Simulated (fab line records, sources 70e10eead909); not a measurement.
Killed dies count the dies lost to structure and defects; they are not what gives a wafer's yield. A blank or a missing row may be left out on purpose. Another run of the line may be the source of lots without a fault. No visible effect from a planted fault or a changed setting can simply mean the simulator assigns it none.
What tool caused it? -- flow nand_harc -- Sampling: 24 lots, 72 wafers, 6 of 1159 route steps

WHAT THE GAUGES READ, wafer by wafer
No reading from a measuring or inspecting step in the record can be judged against a usual standard deviation.

WHICH TOOL RAN EACH LOT (tool, then ch and the chambers of the sampled wafers, then the start)
lot,NHARC_A_STAIRCASE_HM_OPEN_460,NHARC_A_STAIRCASE_CMP_450,NHARC_A_STAIRCASE_CMP_152,NHARC_A_STAIRCASE_DEP_471,NHARC_A_STAIRCASE_CMP_472,NHARC_A_SGD_CUT_DEP_00
L075,"rie_diel-13 ch 0,1,3, day 14 03:01 or earlier","cmp-02 ch 0,1,2, day 14 03:01","cmp-02 ch 0,1,2, day 14 03:05","pecvd-04 ch 0,1, day 14 04:16","cmp-04 ch 0,2, day 14 04:32","pecvd-04 ch 0,1,2, day 14 04:55"
L074,"rie_diel-04 ch 0,1,2, day 14 01:32 or earlier","cmp-04 ch 1,2,3, day 14 01:32","cmp-04 ch 1,2,3, day 14 01:36","pecvd-02 ch 0,1,2, day 14 02:46","cmp-01 ch 0,2,3, day 14 03:03","pecvd-01 ch 0,1,2, day 14 03:28"
L076,"rie_diel-13 ch 2,3, day 14 07:23 or earlier","cmp-01 ch 1,2,3, day 14 07:23","cmp-01 ch 1,2,3, day 14 07:28","pecvd-01 ch 0,1,2, day 14 08:40","cmp-01 ch 0,2, day 14 08:55","pecvd-01 ch 0,2, day 14 09:20"
L077,"rie_diel-13 ch 2,3, day 14 14:22 or earlier","cmp-01 ch 0,1,2, day 14 14:22","cmp-01 ch 0,1,2, day 14 14:26","pecvd-01 ch 0,1, day 14 15:35","cmp-01 ch 0,2, day 14 16:00","pecvd-03 ch 0,1, day 14 16:26"
L078,"rie_diel-04 ch 0,2, day 14 20:12 or earlier","cmp-04 ch 0,1,2, day 14 20:12","cmp-04 ch 0,1,2, day 14 20:17","pecvd-02 ch 0,1,2, day 14 21:58","cmp-01 ch 0,1,2, day 14 22:13","pecvd-01 ch 0,1,2, day 14 22:35"
L081,"rie_diel-13 ch 1,2,3, day 15 14:58 or earlier","cmp-02 ch 0,1,2, day 15 14:58","cmp-02 ch 0,1,2, day 15 15:02","pecvd-02 ch 1,2, day 15 16:15","cmp-01 ch 0,1,2, day 15 16:33","pecvd-03 ch 0,2, day 15 16:56"
L080,"rie_diel-08 ch 0,1,3, day 15 15:10 or earlier","cmp-02 ch 1,2,3, day 15 15:10","cmp-02 ch 1,2,3, day 15 15:14","pecvd-02 ch 0,1,2, day 15 16:28","cmp-01 ch 0,1, day 15 16:42","pecvd-03 ch 0,1, day 15 17:12"
L084,"rie_diel-04 ch 0,1,2, day 16 00:49 or earlier","cmp-04 ch 0,2, day 16 00:49","cmp-04 ch 0,2, day 16 00:53","pecvd-02 ch 0,1,2, day 16 01:59","cmp-04 ch 1,2,3, day 16 02:17","pecvd-03 ch 0,1,2, day 16 02:41"
L082,"rie_diel-04 ch 1,2,3, day 16 01:08 or earlier","cmp-02 ch 0,1,3, day 16 01:08","cmp-02 ch 0,1,3, day 16 01:12","pecvd-01 ch 0,1, day 16 02:19","cmp-02 ch 1,2,3, day 16 02:35","pecvd-01 ch 0,1, day 16 03:10"
L083,"rie_diel-04 ch 0,1,2, day 16 01:25 or earlier","cmp-01 ch 0,2,3, day 16 01:25","cmp-01 ch 0,2,3, day 16 01:29","pecvd-02 ch 0,2, day 16 02:36","cmp-01 ch 1,3, day 16 02:50","pecvd-04 ch 0,1,2, day 16 03:15"
L079,"rie_diel-13 ch 0,2,3, day 16 03:28 or earlier","cmp-02 ch 0,1,3, day 16 03:28","cmp-02 ch 0,1,3, day 16 03:32","pecvd-02 ch 0,1,2, day 16 04:38","cmp-01 ch 0,1,3, day 16 04:56","pecvd-03 ch 0,2, day 16 05:20"
L088,"rie_diel-08 ch 0,1, day 16 12:20 or earlier","cmp-01 ch 1,2,3, day 16 12:20","cmp-01 ch 1,2,3, day 16 12:24","pecvd-04 ch 0,1,2, day 16 13:34","cmp-01 ch 0,2,3, day 16 13:48","pecvd-04 ch 0,2, day 16 14:14"
L086,"rie_diel-04 ch 0,1,3, day 16 11:51 or earlier","cmp-04 ch 0,2,3, day 16 11:51","cmp-04 ch 0,2,3, day 16 11:56","pecvd-01 ch 0,1,2, day 16 13:04","cmp-02 ch 1,2,3, day 16 13:20","pecvd-03 ch 1,2, day 16 13:47"
L087,"rie_diel-04 ch 0,1,3, day 16 21:41 or earlier","cmp-02 ch 0,1,2, day 16 21:41","cmp-02 ch 0,1,2, day 16 21:46","pecvd-02 ch 1,2, day 16 22:51","cmp-02 ch 1,2,3, day 16 23:07","pecvd-03 ch 0,2, day 16 23:32"
L085,"rie_diel-13 ch 0,3, day 16 21:44 or earlier","cmp-04 ch 1,2,3, day 16 21:44","cmp-04 ch 1,2,3, day 16 21:49","pecvd-01 ch 0,1,2, day 16 22:54","cmp-01 ch 0,2, day 16 23:14","pecvd-01 ch 0,1,2, day 16 23:37"
L089,"rie_diel-08 ch 1,3, day 17 11:40 or earlier","cmp-04 ch 1,2,3, day 17 11:40","cmp-04 ch 1,2,3, day 17 11:44","pecvd-02 ch 0,1,2, day 17 12:48","cmp-02 ch 0,1,2, day 17 13:04","pecvd-04 ch 0,1, day 17 13:29"
L091,"rie_diel-04 ch 0,2,3, day 17 18:48 or earlier","cmp-01 ch 1,3, day 17 18:48","cmp-01 ch 1,3, day 17 18:52","pecvd-01 ch 0,1, day 17 20:01","cmp-04 ch 0,1,3, day 17 20:17","pecvd-03 ch 0,1,2, day 17 20:39"
L090,"rie_diel-08 ch 1,2, day 17 19:05 or earlier","cmp-02 ch 2,3, day 17 19:05","cmp-02 ch 2,3, day 17 19:09","pecvd-02 ch 1,2, day 17 20:14","cmp-01 ch 0,2,3, day 17 20:34","pecvd-01 ch 0,1,2, day 17 20:57"
L092,"rie_diel-04 ch 0,3, day 17 23:40 or earlier","cmp-02 ch 2,3, day 17 23:40","cmp-02 ch 2,3, day 17 23:44","pecvd-01 ch 0,2, day 18 01:16","cmp-01 ch 0,2,3, day 18 01:34","pecvd-04 ch 0,2, day 18 01:57"
L093,"rie_diel-04 ch 0,1,2, day 18 06:08 or earlier","cmp-02 ch 0,1,3, day 18 06:08","cmp-02 ch 0,1,3, day 18 06:12","pecvd-01 ch 0,1,2, day 18 07:19","cmp-02 ch 0,1,3, day 18 07:37","pecvd-03 ch 1,2, day 18 07:59"
L095,"rie_diel-04 ch 1,2,3, day 18 10:23 or earlier","cmp-04 ch 0,2, day 18 10:23","cmp-04 ch 0,2, day 18 10:28","pecvd-02 ch 0,2, day 18 11:35","cmp-01 ch 0,1,2, day 18 11:50","pecvd-03 ch 0,2, day 18 12:14"
L094,"rie_diel-08 ch 0,2, day 18 10:56 or earlier","cmp-02 ch 0,2,3, day 18 10:56","cmp-02 ch 0,2,3, day 18 11:00","pecvd-04 ch 1,2, day 18 12:05","cmp-02 ch 0,3, day 18 12:22","pecvd-04 ch 0,2, day 18 12:48"
L096,"rie_diel-04 ch 0,1,2, day 19 07:00 or earlier","cmp-01 ch 0,2,3, day 19 07:00","cmp-01 ch 0,2,3, day 19 07:04","pecvd-02 ch 0,1,2, day 19 08:11","cmp-02 ch 0,1,3, day 19 08:29","pecvd-03 ch 0,1,2, day 19 08:52"
L097,"rie_diel-13 ch 0,1, day 19 21:14 or earlier","cmp-04 ch 1,3, day 19 21:14","cmp-04 ch 1,3, day 19 21:19","pecvd-01 ch 0,1,2, day 19 23:54","cmp-04 ch 0,3, day 20 00:07","pecvd-03 ch 1,2, day 20 00:35"
- NHARC_A_STAIRCASE_HM_OPEN_460: chemistry O2/COS.
- NHARC_A_STAIRCASE_CMP_450: polishes SiO2, target thk 200 nm.
- NHARC_A_STAIRCASE_CMP_152: polishes.
- NHARC_A_STAIRCASE_DEP_471: deposits SiO2, target thk 100 nm.
- NHARC_A_STAIRCASE_CMP_472: polishes SiO2.
- NHARC_A_SGD_CUT_DEP_00: deposits SiNx, target thk 50 nm.

WHAT THE TOOLS THEMSELVES READ (means of the sampled wafers that have a number; where no wafer has one, the mark that the record gives instead)
NHARC_A_STAIRCASE_HM_OPEN_460.
lot,tool,chamber_pressure_mTorr (mTorr),drypump_motor_current_A (A),mfc_ar_sccm (sccm),o2_flow_sccm (sccm),oes_product_au (a.u.),rf_fwd_power_W (W),rf_vpp_V (V),showerhead_plenum_p_Torr (Torr),throttle_valve_pct (%)
L075,rie_diel-13,19.997,5.4,0.005,400.0,0.996,499.9,465.3,3.04,28.334
L074,rie_diel-04,20.002,5.7,0.005,399.6,0.994,497.8,467.4,3.14,28.328
L076,rie_diel-13,19.974,5.6,0.000,400.7,0.996,498.1,468.2,3.18,28.331
L077,rie_diel-13,19.987,5.6,0.000,400.3,1.007,500.3,467.6,3.11,28.325
L078,rie_diel-04,19.989,5.9,0.000,400.3,0.994,498.5,467.2,3.09,28.333
L081,rie_diel-13,19.992,5.5,0.001,400.2,0.999,498.7,466.7,3.11,28.328
L080,rie_diel-08,19.981,6.1,0.000,399.7,0.993,499.8,466.9,3.05,28.327
L084,rie_diel-04,20.000,5.7,0.005,398.2,0.988,498.2,467.8,3.14,28.332
L082,rie_diel-04,20.013,5.7,0.007,401.3,0.989,497.9,468.2,3.17,28.319
L083,rie_diel-04,20.002,5.7,0.005,399.9,0.992,496.4,467.5,3.13,28.330
L079,rie_diel-13,20.012,5.6,0.005,400.9,0.991,498.8,466.2,3.09,28.338
L088,rie_diel-08,19.991,6.3,0.000,399.6,0.994,500.2,466.6,3.08,28.327
L086,rie_diel-04,20.000,5.9,0.007,400.6,0.994,498.0,469.4,3.21,28.327
L087,rie_diel-04,20.008,5.9,0.007,399.8,0.996,500.3,468.9,3.21,28.326
L085,rie_diel-13,19.996,5.6,0.005,400.2,0.989,499.6,465.4,3.02,28.329
L089,rie_diel-08,19.994,6.0,0.000,401.2,1.004,499.1,464.9,3.02,28.327
L091,rie_diel-04,20.000,5.9,0.002,400.3,0.993,497.2,466.5,3.11,28.330
L090,rie_diel-08,20.001,5.8,0.011,401.8,1.008,497.2,466.9,3.10,28.331
L092,rie_diel-04,20.003,6.1,0.002,400.0,0.986,498.1,467.9,3.17,28.329
L093,rie_diel-04,20.001,5.7,0.005,399.8,0.997,498.0,466.8,3.12,28.336
L095,rie_diel-04,19.998,5.7,0.007,400.3,0.993,500.4,467.8,3.15,28.329
L094,rie_diel-08,19.993,6.1,0.005,400.8,1.000,500.1,467.9,3.15,28.335
L096,rie_diel-04,19.997,5.7,0.005,399.5,0.993,497.7,467.5,3.12,28.323
L097,rie_diel-13,20.005,5.4,0.010,399.4,1.000,498.2,465.0,2.99,28.329

NHARC_A_STAIRCASE_CMP_450.
lot,tool,motor_current_A (A),slurry_flow_ml_min
L075,cmp-02,12.0,150.0
L074,cmp-04,12.4,149.9
L076,cmp-01,12.1,149.6
L077,cmp-01,11.5,149.8
L078,cmp-04,12.4,150.0
L081,cmp-02,12.1,149.9
L080,cmp-02,12.2,149.9
L084,cmp-04,13.3,149.9
L082,cmp-02,11.1,149.8
L083,cmp-01,12.1,150.1
L079,cmp-02,11.2,150.0
L088,cmp-01,12.3,150.2
L086,cmp-04,12.3,150.1
L087,cmp-02,12.5,149.9
L085,cmp-04,12.9,149.9
L089,cmp-04,12.6,150.3
L091,cmp-01,11.9,150.2
L090,cmp-02,13.1,150.4
L092,cmp-02,12.1,150.1
L093,cmp-02,10.9,149.9
L095,cmp-04,13.1,150.3
L094,cmp-02,12.5,149.9
L096,cmp-01,12.3,149.9
L097,cmp-04,12.8,149.9

NHARC_A_STAIRCASE_CMP_152.
lot,tool,motor_current_A (A),slurry_flow_ml_min
L075,cmp-02,12.5,150.2
L074,cmp-04,12.9,150.7
L076,cmp-01,12.1,150.1
L077,cmp-01,11.5,150.3
L078,cmp-04,12.6,150.1
L081,cmp-02,12.4,150.0
L080,cmp-02,12.3,150.0
L084,cmp-04,13.5,150.2
L082,cmp-02,11.8,150.3
L083,cmp-01,11.8,149.6
L079,cmp-02,11.7,149.6
L088,cmp-01,12.0,149.3
L086,cmp-04,12.9,150.2
L087,cmp-02,12.6,150.3
L085,cmp-04,12.8,150.3
L089,cmp-04,12.7,149.9
L091,cmp-01,12.1,149.7
L090,cmp-02,12.9,150.2
L092,cmp-02,12.6,150.2
L093,cmp-02,11.0,150.3
L095,cmp-04,13.1,149.8
L094,cmp-02,12.2,150.0
L096,cmp-01,12.0,150.4
L097,cmp-04,12.4,149.9

NHARC_A_STAIRCASE_DEP_471.
lot,tool,heater_power_w (W),rf_fwd_power_W (W),throttle_valve_pct (%)
L075,pecvd-04,473,895.6,15.8
L074,pecvd-02,584,898.4,16.1
L076,pecvd-01,574,898.0,15.7
L077,pecvd-01,645,896.4,16.0
L078,pecvd-02,552,894.4,16.3
L081,pecvd-02,541,894.5,15.9
L080,pecvd-02,566,895.3,16.0
L084,pecvd-02,555,896.5,15.8
L082,pecvd-01,537,897.8,15.7
L083,pecvd-02,492,897.3,15.6
L079,pecvd-02,563,896.2,16.0
L088,pecvd-04,597,896.5,15.9
L086,pecvd-01,625,896.5,15.6
L087,pecvd-02,436,894.4,15.9
L085,pecvd-01,623,899.5,15.8
L089,pecvd-02,555,895.9,16.0
L091,pecvd-01,667,897.7,16.1
L090,pecvd-02,552,893.8,16.1
L092,pecvd-01,551,896.5,15.5
L093,pecvd-01,624,897.6,16.0
L095,pecvd-02,552,896.1,15.6
L094,pecvd-04,611,893.7,15.1
L096,pecvd-02,532,899.3,16.1
L097,pecvd-01,591,898.8,15.7

NHARC_A_STAIRCASE_CMP_472.
lot,tool,motor_current_A (A),slurry_flow_ml_min
L075,cmp-04,12.1,150.5
L074,cmp-01,12.0,150.0
L076,cmp-01,11.5,149.9
L077,cmp-01,11.6,149.8
L078,cmp-01,11.4,150.2
L081,cmp-01,11.6,150.2
L080,cmp-01,11.7,150.3
L084,cmp-04,12.5,149.6
L082,cmp-02,12.0,149.8
L083,cmp-01,12.8,149.8
L079,cmp-01,11.9,150.2
L088,cmp-01,12.0,150.3
L086,cmp-02,11.9,150.1
L087,cmp-02,11.8,149.9
L085,cmp-01,11.6,150.1
L089,cmp-02,12.1,150.0
L091,cmp-04,11.7,150.4
L090,cmp-01,12.5,149.9
L092,cmp-01,12.2,150.0
L093,cmp-02,11.5,150.1
L095,cmp-01,11.6,150.2
L094,cmp-02,11.4,150.0
L096,cmp-02,11.5,149.9
L097,cmp-04,11.6,150.1

NHARC_A_SGD_CUT_DEP_00.
lot,tool,heater_power_w (W),rf_fwd_power_W (W)
L075,pecvd-04,701,447.8
L074,pecvd-01,748,448.9
L076,pecvd-01,759,448.2
L077,pecvd-03,788,450.2
L078,pecvd-01,746,447.8
L081,pecvd-03,831,449.6
L080,pecvd-03,747,448.0
L084,pecvd-03,810,448.6
L082,pecvd-01,796,449.9
L083,pecvd-04,715,448.4
L079,pecvd-03,744,446.9
L088,pecvd-04,667,448.4
L086,pecvd-03,665,447.3
L087,pecvd-03,746,448.4
L085,pecvd-01,711,447.2
L089,pecvd-04,568,446.6
L091,pecvd-03,761,448.4
L090,pecvd-01,771,448.7
L092,pecvd-04,623,448.1
L093,pecvd-03,657,448.1
L095,pecvd-03,760,447.8
L094,pecvd-04,614,446.3
L096,pecvd-03,810,449.5
L097,pecvd-03,625,445.9

THE ANSWER, worked out from the rows above alone
Rule: what is usual is taken from the lots themselves. The widest of any qualifying gaps counts: lots, ordered by their means at a reading, are off when they make up no more than a third of the lots, leave a main group of 4 or more, and stand apart from it by 3 or more times the standard deviation of that group's means. Not used: any main group whose means are identical at the precision the tables above print for the reading. Also off: a lot with no number at a reading for which 4 or more lots have one. Where the step has rows for the other lots, those lots are counted as sound. Order of review: gauges by route order, followed by the tools' own readings, for which a lot's mean as printed above is used. The first step at which some lot is off is used, and at that step the reading that is off furthest; a lot without a number counts as furthest.
Across all readings shown, no lot is off: no conclusion can be drawn from this.

WHAT THE SIMULATOR HAD PUT IN
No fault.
